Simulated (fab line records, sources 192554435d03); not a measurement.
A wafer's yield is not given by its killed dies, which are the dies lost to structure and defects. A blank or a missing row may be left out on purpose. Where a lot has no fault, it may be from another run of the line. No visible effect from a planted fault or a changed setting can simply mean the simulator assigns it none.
fab line records | flow n5Finfet
[record] lots = 10 wafers = 30 lastDay = 20
route steps=1938 shown WELL_APT@45 PMOS_HMC_CHANNEL_EPI@65 BEOL_M4@1111 PASSIVATION@1936
lots that met no fault: from a run of the same line without faults
startH: hours from the record's opening day to when the first of the lot's shown wafers began | waitH: hours since the lot's step before | " the same as in the row above | L1.1+2: a row that stands for several wafers | - either no value or no given start | * or withheld: withheld | < > ~ a bound
route shown NAME@n: NAME is a module with steps in the file, n the number in the route of the first one | usual: mean and standard deviation over wafers with no fault | same: alike in all rows | chamber/n: place in a boat | sites: readings site by site | _std_site: the values' standard deviation | _edge_site: mean of outer sites minus mean of inner sites | radiusMm: how far each site lies from the wafer's centre | mask NAME#n: copy n | behind: the last tool/chamber to shape the wafer | hold: why the lot went on hold/how many hours it stayed there/how the hold came to an end | device: names the non-switching transistor (n, p or np) | end of line: tests run on the same wafers once the route is complete | a step with no rows: only its recipe | killed: the dies lost at the first sort to structure and to defects; this is not the yield of the wafer | map: a wafer's dies, marking killed ones x, the rest . and places with no die _
set.NAME: setting as actually run; set.NAME@STEP: the setting as run at that earlier step | model.NAME: the simulator's own value behind a step, which no gauge read
one table for each step of the route and one row for each wafer, over a sample of lots
services: a tool's chamber out of use, with start hour (startH, from the record's first day; less than 0 if before it), hours out, and reason
[[steps]]
[step N5_WELL_APT_INSPECT_27]
[recipe] mode = adi inspectInstrument = macro
[usual] rawDefectCount = 2.1/1.5
// columns lot.wafer tool chamber startH waitH rawDefectCount
L667.4 defectInspect-02 - 14.73 0.0 0
L667.5 " - " " 1
L667.6 " - " " 3
L669.1 defectInspect-02 - 27.02 0.0 3
L669.2 " - " " 1
L669.5 " - " " 4
L672.1 defectInspect-02 - 45.66 0.0 2
L672.2 " - " " 2
L672.6 " - " " 8
L673.1 defectInspect-02 - 51.60 0.0 3
L673.3 " - " " 1
L673.6 " - " " 5
L678.1 defectInspect-01 - 80.88 0.0 2
L678.2 " - " " 3
L678.6 " - " " 2
L681.1 defectInspect-02 - 99.29 0.0 5
L681.2 " - " " 2
L681.5 " - " " 4
L687.1 defectInspect-02 - 135.17 0.0 3
L687.5 " - " " 1
L687.6 " - " " 0
L688.2 defectInspect-02 - 141.10 0.0 1
L688.3 " - " " 2
L688.5 " - " " 2
L689.1 defectInspect-01 - 146.86 0.0 1
L689.3 " - " " 1
L689.5 " - " " 1
L690.1 defectInspect-01 - 152.75 0.0 1
L690.2 " - " " 3
L690.3 " - " " 5
[step N5_WELL_APT_RTA_34]
[recipe] tempC = 1000 timeS = 10 ambient = N2 idleTempC = 600 rampUpCPerS = 150 rampDownCPerS = 60 coolToC = 600
[usual] lampPowerPct = 13.00/0.054 lamp_zone_1_pct = 12.99/0.032 lamp_zone_2_pct = 12.992/0.027 lamp_zone_3_pct = 12.996/0.028 lamp_zone_4_pct = 12.993/0.027 lamp_zone_5_pct = 12.996/0.029 lamp_zone_6_pct = 12.92/0.031 lamp_zone_7_pct = 13.423/0.028 wafer_temp_C_max = 1003.3/1
// columns lot.wafer tool chamber startH waitH lampPowerPct lamp_zone_1_pct lamp_zone_2_pct lamp_zone_3_pct lamp_zone_4_pct lamp_zone_5_pct lamp_zone_6_pct lamp_zone_7_pct wafer_temp_C_max
L667.4 rtpAnneal-01 0 15.63 0.1 13.04 13.01 12.985 13.003 12.990 13.020 12.92 13.439 1003.2
L667.5 " 0 " " 12.98 12.96 12.980 12.973 12.999 13.026 12.88 13.448 1004.5
L667.6 " 0 " " 12.97 12.98 12.948 12.942 13.000 12.959 12.91 13.462 1004.9
L669.1 rtpAnneal-02 0 27.83 0.0 13.05 13.00 13.008 12.999 12.986 13.016 12.91 13.426 1003.9
L669.2 " 0 " " 13.07 13.01 12.992 12.962 13.006 12.960 12.93 13.371 1003.3
L669.5 " 0 " " 13.10 13.05 12.956 12.958 12.950 12.977 12.94 13.381 1002.6
L672.1 rtpAnneal-01 0 46.81 0.0 13.07 12.98 13.013 13.005 13.016 12.994 12.92 13.416 1002.6
L672.2 " 0 " " 12.99 13.01 12.976 12.983 12.991 13.042 12.92 13.385 1002.6
L672.6 " 0 " " 13.02 13.01 12.991 13.023 12.930 12.993 12.95 13.408 1001.3
L673.1 rtpAnneal-01 0 52.40 0.0 13.11 12.99 12.952 13.003 12.945 12.984 12.94 13.444 1003.1
L673.3 " 0 " " 13.02 13.01 12.973 13.050 12.989 13.004 12.90 13.435 1002.8
L673.6 " 0 " " 12.99 12.96 12.953 12.974 12.995 12.982 12.91 13.421 1003.1
L678.1 rtpAnneal-02 0 81.73 0.1 13.02 12.99 13.028 12.961 12.988 12.986 12.91 13.412 1002.3
L678.2 " 0 " " 13.03 13.02 13.011 12.976 12.996 12.962 12.96 13.405 1003.2
L678.6 " 0 " " 13.05 12.99 12.983 12.989 12.970 12.915 12.92 13.416 999.4
L681.1 rtpAnneal-01 0 100.09 0.0 12.95 12.99 12.996 13.003 12.988 13.026 12.95 13.368 1003.2
L681.2 " 0 " " 12.94 12.98 13.002 13.049 12.975 13.000 12.90 13.458 1005.6
L681.5 " 0 " " 12.97 13.03 12.986 13.018 13.022 13.018 12.89 13.446 1002.6
L687.1 rtpAnneal-01 0 135.97 0.0 14.12 14.08 14.125 14.110 14.037 14.131 14.03 14.589 1004.3
L687.5 " 0 " " 14.11 14.15 14.088 14.104 14.061 14.101 14.00 14.558 1005.2
L687.6 " 0 " " 14.06 14.09 14.055 14.101 14.112 14.128 14.00 14.535 1004.6
L688.2 rtpAnneal-01 0 142.34 0.5 14.05 14.12 14.078 14.095 14.108 14.094 13.98 14.496 1002.8
L688.3 " 0 " " 14.15 14.07 14.081 14.089 14.128 14.077 14.00 14.563 1004.3
L688.5 " 0 " " 14.14 14.17 14.118 14.108 14.119 14.081 14.01 14.572 1002.8
L689.1 rtpAnneal-02 0 147.68 0.0 13.02 12.95 13.002 13.017 13.014 12.986 12.94 13.408 1003.0
L689.3 " 0 " " 12.89 12.92 12.991 13.040 12.995 13.051 12.93 13.415 1002.4
L689.5 " 0 " " 12.96 12.94 12.943 12.984 13.000 12.964 12.91 13.440 1003.4
L690.1 rtpAnneal-02 0 153.91 0.0 12.98 12.96 12.980 12.989 12.983 13.045 12.86 13.437 1001.1
L690.2 " 0 " " 13.04 12.92 13.035 12.972 12.960 13.096 12.94 13.413 1003.0
L690.3 " 0 " " 12.96 12.95 12.988 13.006 13.007 13.026 12.91 13.437 1003.2
[step N5_PMOS_HMC_CHANNEL_EPI_CD_MEAS_09]
[recipe] targetCdNm = 237.4 landingEnergyEv = 500 detector = seInlens
[usual] cdNm = 236.7/0.92
// columns lot.wafer tool chamber startH waitH cdNm
L667.4 cdSem-02 0 16.90 - 235.3
L667.5 " 0 " " 236.9
L667.6 " 0 " " 236.6
L669.1 cdSem-02 0 29.04 - 237.9
L669.2 " 0 " " 236.1
L669.5 " 0 " " 237.6
L672.1 cdSem-02 0 48.01 - 235.8
L672.2 " 0 " " 236.7
L672.6 " 0 " " 238.1
L673.1 cdSem-01 0 53.73 - 235.8
L673.3 " 0 " " 237.6
L673.6 " 0 " " 236.5
L678.1 cdSem-01 0 83.05 - 235.4
L678.2 " 0 " " 235.4
L678.6 " 0 " " 235.0
L681.1 cdSem-02 0 101.41 - 236.8
L681.2 " 0 " " 237.3
L681.5 " 0 " " 237.3
L687.1 cdSem-02 0 137.29 - 236.5
L687.5 " 0 " " 237.1
L687.6 " 0 " " 238.0
L688.2 cdSem-02 0 143.52 - 235.8
L688.3 " 0 " " 237.4
L688.5 " 0 " " 236.9
L689.1 cdSem-02 0 148.87 - 235.6
L689.3 " 0 " " 234.9
L689.5 " 0 " " 234.6
L690.1 cdSem-02 0 155.24 - 236.3
L690.2 " 0 " " 236.0
L690.3 " 0 " " 236.4
[step N5_PMOS_HMC_CHANNEL_EPI_OVL_MEAS_10]
[recipe] pointsPerWafer = 44
[usual] PMOS_HMC_BLK_OVL = -0.1/0.82
// columns lot.wafer tool chamber startH waitH PMOS_HMC_BLK_OVL[nm]
L667.4 overlay-02 0 16.93 0.0 -0.5
L667.5 " 0 " " -0.1
L667.6 " 0 " " -0.4
L669.1 overlay-02 0 29.07 0.0 0.3
L669.2 " 0 " " 0.2
L669.5 " 0 " " 1.0
L672.1 overlay-02 0 48.04 0.0 0.5
L672.2 " 0 " " 1.2
L672.6 " 0 " " 0.4
L673.1 overlay-01 0 53.76 0.0 0.1
L673.3 " 0 " " 1.0
L673.6 " 0 " " 0.4
L678.1 overlay-01 0 83.08 0.0 0.1
L678.2 " 0 " " 0.2
L678.6 " 0 " " 0.2
L681.1 overlay-01 0 101.44 0.0 -1.5
L681.2 " 0 " " -2.2
L681.5 " 0 " " -1.9
L687.1 overlay-02 0 137.32 0.0 0.0
L687.5 " 0 " " -0.9
L687.6 " 0 " " -0.5
L688.2 overlay-02 0 143.55 0.0 -0.9
L688.3 " 0 " " -0.1
L688.5 " 0 " " -0.4
L689.1 overlay-02 0 148.90 0.0 0.7
L689.3 " 0 " " 1.7
L689.5 " 0 " " 1.3
L690.1 overlay-02 0 155.27 0.0 0.0
L690.2 " 0 " " 0.3
L690.3 " 0 " " 0.5
[step N5_BEOL_M4_RC_MEAS_101]
[usual] DIBL_N = 36.7/1.8 DIBL_P = 37.0/2.4 IOFF_N = 0.17/0.036 IOFF_P = 0.22/0.042 ION_N = 673/12 ION_P = 462/8.5 SS_N = 71.7/0.62 SS_P = 73.4/0.65 VT_N = 250/3.7 VT_P = -250/3.7
// columns lot.wafer tool chamber startH waitH DIBL_N[mV/V] DIBL_P[mV/V] IOFF_N[nA/um] IOFF_P[nA/um] ION_N[uA/um] ION_P[uA/um] SS_N[mV/dec] SS_P[mV/dec] VT_N[mV] VT_P[mV]
L667.4 prober-01 0 190.83 0.5 38.0 39.7 0.19 0.24 682 462 72.3 73.6 247 -250
L667.5 " 0 " " 36.5 37.5 0.16 0.20 676 460 71.0 73.5 250 -252
L667.6 " 0 " " 37.5 39.1 0.18 0.23 678 458 71.5 74.0 248 -251
L669.1 prober-02 0 195.99 0.0 36.8 37.0 0.15 0.20 660 460 72.2 73.1 252 -253
L669.2 " 0 " " 36.4 36.0 0.14 0.18 666 460 71.8 73.5 253 -255
L669.5 " 0 " " 38.0 38.4 0.18 0.21 667 457 72.5 73.6 251 -253
L672.1 prober-01 0 204.56 0.0 37.7 38.4 0.17 0.21 670 455 72.2 73.5 251 -253
L672.2 " 0 " " 34.6 34.7 0.13 0.16 671 456 71.1 72.0 252 -255
L672.6 " 0 " " 35.9 35.1 0.14 0.17 655 447 71.1 73.6 252 -254
L673.1 prober-01 0 233.22 0.0 35.5 35.9 0.15 0.21 669 461 71.5 72.5 248 -252
L673.3 " 0 " " 36.9 37.3 0.17 0.22 669 460 72.1 73.8 250 -252
L673.6 " 0 " " 39.9 40.9 0.24 0.27 687 463 73.2 74.7 244 -250
L678.1 prober-02 0 237.03 0.0 37.4 38.1 0.18 0.23 675 459 71.5 74.1 248 -251
L678.2 " 0 " " 36.3 37.3 0.16 0.23 687 471 71.8 73.4 249 -250
L678.6 " 0 " " 37.2 36.4 0.16 0.21 689 470 71.9 73.1 248 -250
L681.1 prober-01 0 280.22 0.0 36.7 38.6 0.16 0.23 667 458 71.5 74.3 250 -251
L681.2 " 0 " " 35.1 35.9 0.14 0.18 662 453 72.0 74.2 252 -257
L681.5 " 0 " " 37.1 38.7 0.19 0.23 691 466 71.7 74.5 245 -253
L687.1 prober-01 0 300.55 0.0 35.7 34.9 0.15 0.19 678 462 71.4 73.1 251 -249
L687.5 " 0 " " 36.7 36.2 0.17 0.22 687 465 71.0 73.8 250 -249
L687.6 " 0 " " 32.1 30.0 0.10 0.14 663 456 70.7 72.4 256 -255
L688.2 prober-02 0 302.50 0.2 38.1 36.4 0.17 0.25 688 472 71.3 73.9 247 -248
L688.3 " 0 " " 39.6 38.5 0.20 0.29 672 463 72.4 73.2 250 -247
L688.5 " 0 " " 37.0 35.7 0.15 0.23 683 470 70.7 73.3 249 -248
L689.1 prober-02 0 330.73 0.0 37.6 38.4 0.18 0.24 684 467 72.0 72.7 248 -250
L689.3 " 0 " " 36.9 37.5 0.16 0.22 671 460 71.8 73.1 249 -254
L689.5 " 0 " " 36.6 37.7 0.16 0.23 676 469 71.8 73.9 249 -251
L690.1 prober-01 0 355.73 0.0 36.6 36.4 0.15 0.19 669 454 71.8 72.8 251 -252
L690.2 " 0 " " 36.8 35.9 0.16 0.20 682 464 71.9 73.6 248 -253
L690.3 " 0 " " 35.9 35.0 0.14 0.18 670 455 71.6 73.4 251 -254
[step N5_PASSIVATION_PROBE_49]
[usual] defectLimitedYield = 91.1/1.4 killed_at_M0_to_M3 = 32/9.3 killed_at_M4_up = 13/5.8 killedAtContacts = 12/6.3 killedAtFrontEnd = 44/12 killedAtOther = 3.6/2.7 killedDies = 104/17 killedOpen = 69/13 killedShort = 34/6.9 sort_bin_5_function = 5.2/0.98 sort_bin_6_memory = 3.3/0.59 sortNPass = 1075/17 sortYieldPct = 91.1/1.4
[same] grossDies = 1180 killedAtBackSide = 0 sort_bin_4_leakage[%] = 0 sort_bin_8_speed[%] = 0
// columns lot.wafer tool chamber startH waitH defectLimitedYield[%] killed_at_M0_to_M3 killed_at_M4_up killedAtContacts killedAtFrontEnd killedAtOther killedDies killedOpen killedShort sort_bin_5_function[%] sort_bin_6_memory[%] sortNPass sortYieldPct[%]
L667.4 prober-01 - 288.09 0.2 90.2 35 11 10 54 6 116 64 43 5.9 3.1 1064 90.2
L667.5 prober-01 - 288.14 0.2 91.7 26 5 13 53 1 98 62 35 5.3 2.8 1082 91.7
L667.6 prober-01 - 288.19 0.3 91.7 39 12 11 32 4 98 70 28 4.7 3.5 1082 91.7
L669.1 prober-02 - 301.94 0.0 90.1 21 18 24 47 7 117 84 32 6.5 3.1 1063 90.1
L669.2 prober-02 - 301.99 0.1 91.7 24 23 8 40 3 98 56 31 4.0 3.6 1082 91.7
L669.5 prober-02 - 302.14 0.2 91.5 27 15 13 38 7 100 71 28 5.8 2.5 1080 91.5
L672.1 prober-01 - 307.96 0.0 90.3 25 12 15 57 6 115 78 36 5.8 3.6 1065 90.3
L672.2 prober-01 - 308.01 0.1 92.8 18 8 6 52 1 85 62 22 4.2 2.9 1095 92.8
L672.6 prober-01 - 308.21 0.3 88.6 30 11 13 76 4 134 88 46 7.5 3.5 1046 88.6
L673.1 prober-01 - 336.53 0.0 89.1 35 12 9 71 2 129 88 40 6.8 3.6 1051 89.1
L673.3 prober-01 - 336.63 0.1 89.7 40 18 9 51 4 122 83 33 6.1 3.6 1058 89.7
L673.6 prober-01 - 336.78 0.3 91.0 28 18 8 49 3 106 70 35 4.4 4.0 1074 91.0
L678.1 prober-02 - 351.28 0.0 91.5 24 21 13 42 0 100 63 37 5.3 3.0 1080 91.5
L678.2 prober-02 - 351.33 0.1 91.1 39 9 15 42 0 105 64 41 4.9 3.6 1075 91.1
L678.6 prober-02 - 351.53 0.3 92.4 41 4 4 37 4 90 56 34 4.6 2.9 1090 92.4
L681.1 prober-01 - 387.06 0.0 90.9 26 27 14 34 6 107 71 36 5.1 3.8 1073 90.9
L681.2 prober-01 - 387.11 0.1 91.2 23 19 16 46 0 104 61 43 5.3 3.0 1076 91.2
L681.5 prober-01 - 387.26 0.2 89.3 51 19 5 46 5 126 70 56 5.6 4.6 1054 89.3
L688.2 prober-02 - 408.59 0.1 89.7 42 8 7 62 3 122 84 35 6.7 3.2 1058 89.7
L688.3 prober-02 - 408.64 0.1 88.6 75 9 13 33 4 134 89 41 6.9 3.9 1046 88.6
L688.5 prober-02 - 408.74 0.2 88.7 51 7 10 62 3 133 88 44 6.7 4.1 1047 88.7
L687.1 prober-01 - 418.77 0.0 92.4 31 13 11 32 3 90 54 32 4.3 2.7 1090 92.4
L687.5 prober-01 - 418.97 0.2 93.0 29 11 8 32 3 83 55 24 4.2 2.5 1097 93.0
L687.6 prober-01 - 419.02 0.3 93.8 18 7 12 33 3 73 51 21 3.6 2.4 1107 93.8
L689.1 prober-02 - 429.62 0.0 91.6 27 10 6 54 2 99 63 36 5.9 2.2 1081 91.6
L689.3 prober-02 - 429.72 0.1 92.4 19 12 20 36 3 90 69 20 4.7 2.6 1090 92.4
L689.5 prober-02 - 429.82 0.2 89.4 34 8 18 59 6 125 92 32 5.8 4.3 1055 89.4
L690.1 prober-01 - 470.30 0.0 90.3 46 18 9 42 0 115 70 38 5.2 3.6 1065 90.3
L690.2 prober-01 - 470.35 0.1 91.4 32 7 13 47 2 101 63 35 5.3 3.1 1079 91.4
L690.3 prober-01 - 470.40 0.1 92.6 43 6 10 26 2 87 55 31 3.8 3.1 1093 92.6
// killed by level:class
L667.4 FIN_SAQP:geometricParticle:open=14 BEOL_M0_SAQP:geometricParticle:short=10 MOL_CONTACT_COAG:geometricParticle:open=8 BEOL_M0_SAQP:geometricParticle:open=8 STI_FIN_REVEAL:geometricParticle:open=7 GATE_CUT:geometricParticle:short=7 FIN_SAQP:geometricParticle:short=6 BEOL_M1:geometricParticle:open=6
L667.5 FIN_SAQP:geometricParticle:short=18 FIN_SAQP:geometricParticle:open=14 BEOL_M1:geometricParticle:open=9 MOL_CONTACT_COAG:geometricParticle:open=9 STI_FIN_REVEAL:geometricParticle:open=6 BEOL_M0_SAQP:geometricParticle:open=6 STARTING-WAFER:geometricParticle:open=5 MOL_CONTACT_COAG:geometricParticle:short=4
L667.6 FIN_SAQP:geometricParticle:open=13 MOL_CONTACT_COAG:geometricParticle:open=10 BEOL_M1:geometricParticle:open=9 FIN_SAQP:geometricParticle:short=8 BEOL_M3:geometricParticle:open=6 BEOL_M0_SAQP:geometricParticle:open=5 BEOL_M0:geometricParticle:open=5 BEOL_M1:geometricParticle:short=4
L669.1 MOL_CONTACT_COAG:geometricParticle:open=19 FIN_SAQP:geometricParticle:open=13 BEOL_M4:geometricParticle:open=10 FIN_SAQP:geometricParticle:short=8 STI_FIN_REVEAL:geometricParticle:open=8 BEOL_M0_SAQP:geometricParticle:open=6 MOL_CONTACT_COAG:geometricParticle:short=5 BEOL_M0_SAQP:geometricParticle:short=5
L669.2 BEOL_M4:geometricParticle:open=13 MOL_CONTACT_COAG:geometricParticle:open=8 BEOL_M0_SAQP:geometricParticle:open=8 HKMG_FIN:areaEtch=8 FIN_SAQP:geometricParticle:short=6 GATE_CUT:geometricParticle:short=6 FIN_SAQP:geometricParticle:open=5 BEOL_M0_SAQP:geometricParticle:short=5
L669.5 FIN_SAQP:geometricParticle:open=15 MOL_CONTACT_COAG:geometricParticle:open=12 BEOL_M3:geometricParticle:open=8 FIN_SAQP:geometricParticle:short=7 STI_FIN_REVEAL:geometricParticle:open=7 BEOL_M0_SAQP:geometricParticle:short=7 BEOL_M4:geometricParticle:open=5 BEOL_M4:geometricParticle:short=4
L672.1 STI_FIN_REVEAL:geometricParticle:open=32 MOL_CONTACT_COAG:geometricParticle:open=11 STI_FIN_REVEAL:geometricParticle:short=9 BEOL_M0_SAQP:geometricParticle:open=7 BEOL_M2:geometricParticle:open=7 BEOL_M0_SAQP:geometricParticle:short=6 GATE_CUT:geometricParticle:short=4 MOL_CONTACT_COAG:geometricParticle:short=4
L672.2 STI_FIN_REVEAL:geometricParticle:open=17 GATE_CUT:geometricParticle:short=7 GATE_CUT:geometricParticle:open=7 MOL_CONTACT_COAG:geometricParticle:open=6 BEOL_M0:geometricParticle:open=5 BEOL_M2:geometricParticle:open=5 FIN_SAQP:geometricParticle:short=4 DUMMY_GATE:geometricParticle:open=4
L672.6 STI_FIN_REVEAL:geometricParticle:open=27 GATE_CUT:geometricParticle:short=12 BEOL_M2:geometricParticle:open=10 MOL_CONTACT_COAG:geometricParticle:open=8 GATE_CUT:geometricParticle:open=7 BEOL_M0_SAQP:geometricParticle:short=6 FIN_SAQP:geometricParticle:short=5 FIN_SAQP:geometricParticle:open=5
L673.1 FIN_SAQP:geometricParticle:open=18 STI_FIN_REVEAL:geometricParticle:open=16 FIN_SAQP:geometricParticle:short=13 BEOL_M1:geometricParticle:open=9 BEOL_M4:geometricParticle:open=9 MOL_CONTACT_COAG:geometricParticle:open=8 BEOL_M2:geometricParticle:short=7 BEOL_M2:geometricParticle:open=5
L673.3 STI_FIN_REVEAL:geometricParticle:open=23 BEOL_M0_SAQP:geometricParticle:short=11 BEOL_M4:geometricParticle:open=10 FIN_SAQP:geometricParticle:open=8 MOL_CONTACT_COAG:geometricParticle:open=8 BEOL_M1:geometricParticle:open=8 BEOL_M0_SAQP:geometricParticle:open=7 BEOL_M2:geometricParticle:open=5
L673.6 STI_FIN_REVEAL:geometricParticle:open=13 DUMMY_GATE:geometricParticle:open=11 BEOL_M2:geometricParticle:open=7 BEOL_M5:geometricParticle:open=7 GATE_CUT:geometricParticle:short=7 BEOL_M1:geometricParticle:open=6 MOL_CONTACT_COAG:geometricParticle:short=5 BEOL_M0_SAQP:geometricParticle:short=5
L678.1 DUMMY_GATE:geometricParticle:open=11 MOL_CONTACT_COAG:geometricParticle:open=10 GATE_CUT:geometricParticle:short=7 BEOL_M3:geometricParticle:open=6 BEOL_M4:geometricParticle:open=6 FIN_SAQP:geometricParticle:short=5 BEOL_M0_SAQP:geometricParticle:open=5 FIN_SAQP:geometricParticle:open=4
L678.2 FIN_SAQP:geometricParticle:short=19 MOL_CONTACT_COAG:geometricParticle:open=14 BEOL_M0_SAQP:geometricParticle:open=13 BEOL_M0_SAQP:geometricParticle:short=10 FIN_SAQP:geometricParticle:open=8 BEOL_M3:geometricParticle:open=6 BEOL_M1:geometricParticle:open=5 DUMMY_GATE:geometricParticle:open=4
L678.6 BEOL_M3:geometricParticle:open=11 BEOL_M2:geometricParticle:open=10 SPACER0:geometricParticle:short=7 BEOL_M0_SAQP:geometricParticle:open=7 BEOL_M0_SAQP:geometricParticle:short=6 FIN_SAQP:geometricParticle:short=5 FIN_SAQP:geometricParticle:open=4 DUMMY_GATE:geometricParticle:open=4
L681.1 BEOL_M4:geometricParticle:open=12 GATE_CUT:geometricParticle:short=10 MOL_CONTACT_COAG:geometricParticle:open=10 BEOL_M1:geometricParticle:open=8 BEOL_M0_SAQP:geometricParticle:short=5 STARTING-WAFER:geometricParticle:open=5 FIN_SAQP:geometricParticle:open=4 MOL_CONTACT_COAG:geometricParticle:short=4
L681.2 FIN_SAQP:geometricParticle:short=13 MOL_CONTACT_COAG:geometricParticle:open=12 FIN_SAQP:geometricParticle:open=8 BEOL_M0_SAQP:geometricParticle:short=7 DUMMY_GATE:geometricParticle:open=6 BEOL_M4:geometricParticle:open=6 BEOL_M1:geometricParticle:open=5 GATE_CUT:geometricParticle:short=4
L681.5 BEOL_M0_SAQP:geometricParticle:short=14 BEOL_M0_SAQP:geometricParticle:open=13 BEOL_M1:geometricParticle:open=8 BEOL_M4:geometricParticle:short=7 FIN_SAQP:geometricParticle:open=6 STI_FIN_REVEAL:geometricParticle:open=6 BEOL_M0:geometricParticle:open=5 FIN_SAQP:geometricParticle:short=4
L688.2 STI_FIN_REVEAL:geometricParticle:open=20 BEOL_M2:geometricParticle:open=13 FIN_SAQP:geometricParticle:open=12 BEOL_M0_SAQP:geometricParticle:short=9 STI_FIN_REVEAL:geometricParticle:short=6 BEOL_M0_SAQP:geometricParticle:open=6 FIN_SAQP:geometricParticle:short=5 MOL_CONTACT_COAG:geometricParticle:open=5
L688.3 BEOL_M0_SAQP:geometricParticle:open=23 BEOL_M0_SAQP:geometricParticle:short=14 BEOL_M1:geometricParticle:open=10 BEOL_M2:geometricParticle:open=10 MOL_CONTACT_COAG:geometricParticle:open=9 FIN_SAQP:geometricParticle:open=6 STI_FIN_REVEAL:geometricParticle:open=6 BEOL_M0:geometricParticle:open=6
L688.5 STI_FIN_REVEAL:geometricParticle:open=20 BEOL_M2:geometricParticle:open=17 FIN_SAQP:geometricParticle:open=10 BEOL_M0_SAQP:geometricParticle:short=10 FIN_SAQP:geometricParticle:short=9 MOL_CONTACT_COAG:geometricParticle:open=8 DUMMY_GATE:geometricParticle:open=6 BEOL_M0_SAQP:geometricParticle:open=6
L687.1 FIN_SAQP:geometricParticle:open=12 BEOL_M2:geometricParticle:open=10 MOL_CONTACT_COAG:geometricParticle:open=7 BEOL_M0_SAQP:geometricParticle:open=7 BEOL_M0_SAQP:geometricParticle:short=7 FIN_SAQP:geometricParticle:short=4 STI_FIN_REVEAL:geometricParticle:short=4 STI_FIN_REVEAL:geometricParticle:open=3
L687.5 BEOL_M2:geometricParticle:open=12 STI_FIN_REVEAL:geometricParticle:open=10 BEOL_M0_SAQP:geometricParticle:short=8 MOL_CONTACT_COAG:geometricParticle:open=5 BEOL_M0_SAQP:geometricParticle:open=4 BEOL_M1:geometricParticle:open=4 FIN_SAQP:geometricParticle:open=3 FIN_SAQP:geometricParticle:short=3
L687.6 FIN_SAQP:geometricParticle:open=11 MOL_CONTACT_COAG:geometricParticle:open=11 FIN_SAQP:geometricParticle:short=5 BEOL_M0:geometricParticle:open=4 BEOL_M4:geometricParticle:open=4 ILD0:geometricParticle:short=3 BEOL_M2:geometricParticle:open=3 BEOL_M3:geometricParticle:open=3
L689.1 FIN_SAQP:geometricParticle:open=10 STI_FIN_REVEAL:geometricParticle:open=8 DUMMY_GATE:geometricParticle:open=7 FIN_SAQP:geometricParticle:short=6 BEOL_M0_SAQP:geometricParticle:open=6 STI_FIN_REVEAL:geometricParticle:short=5 MOL_CONTACT_COAG:geometricParticle:open=5 BEOL_M1:geometricParticle:open=5
L689.3 MOL_CONTACT_COAG:geometricParticle:open=18 STI_FIN_REVEAL:geometricParticle:open=12 FIN_SAQP:geometricParticle:open=5 BEOL_M0_SAQP:geometricParticle:short=5 BEOL_M1:geometricParticle:open=5 BEOL_M5:geometricParticle:open=5 BEOL_M2:geometricParticle:open=4 FIN_SAQP:geometricParticle:short=3
L689.5 FIN_SAQP:geometricParticle:open=15 MOL_CONTACT_COAG:geometricParticle:open=15 STI_FIN_REVEAL:geometricParticle:open=14 BEOL_M0_SAQP:geometricParticle:short=9 FIN_SAQP:geometricParticle:short=8 BEOL_M2:geometricParticle:open=7 DUMMY_GATE:geometricParticle:open=6 BEOL_M3:geometricParticle:open=6
L690.1 FIN_SAQP:geometricParticle:short=10 MOL_CONTACT_COAG:geometricParticle:open=8 BEOL_M0_SAQP:geometricParticle:short=8 BEOL_M0_SAQP:geometricParticle:open=8 BEOL_M3:geometricParticle:open=7 BEOL_M1:geometricParticle:open=7 BEOL_M2:geometricParticle:open=7 DUMMY_GATE:geometricParticle:open=5
L690.2 STI_FIN_REVEAL:geometricParticle:open=12 MOL_CONTACT_COAG:geometricParticle:open=10 FIN_SAQP:geometricParticle:open=7 BEOL_M0_SAQP:geometricParticle:short=7 BEOL_M2:geometricParticle:open=7 FIN_SAQP:geometricParticle:short=6 STI_FIN_REVEAL:geometricParticle:short=6 BEOL_M1:geometricParticle:open=6
L690.3 MOL_CONTACT_COAG:geometricParticle:open=9 BEOL_M1:geometricParticle:open=8 BEOL_M2:geometricParticle:open=8 BEOL_M0_SAQP:geometricParticle:open=7 BEOL_M0_SAQP:geometricParticle:short=7 STARTING-WAFER:geometricParticle:short=5 STARTING-WAFER:geometricParticle:open=5 FIN_SAQP:geometricParticle:short=4
[[services]]
// columns tool chamber startH hours kind
rtpAnneal-02 - 138.40 7.0 pm
[[key]]
[firstSign] step = N5_WELL_APT_RTA_34 reading = lamp_zone_7_pct direction = up sigmas = 41 usual = * struck = *
[effect] step = N5_WELL_APT_RTA_34 reading = lamp_zone_4_pct direction = up sigmas = 41 usual = * struck = *
metAt N5_WELL_APT_RTA_34
struckLots L687,L688
notActingAt N5_WELL_APT_INSPECT_27,N5_PMOS_HMC_CHANNEL_EPI_CD_MEAS_09,N5_PMOS_HMC_CHANNEL_EPI_OVL_MEAS_10
onsetBetween 100.09 135.97
[fault] kind = processParameterDrift tool = rtpAnneal-01 chamber = - onsetH = 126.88 steps = N5_WELL_APT_RTA_34 channel = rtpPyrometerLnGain offset = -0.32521 shape = step endH = 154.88
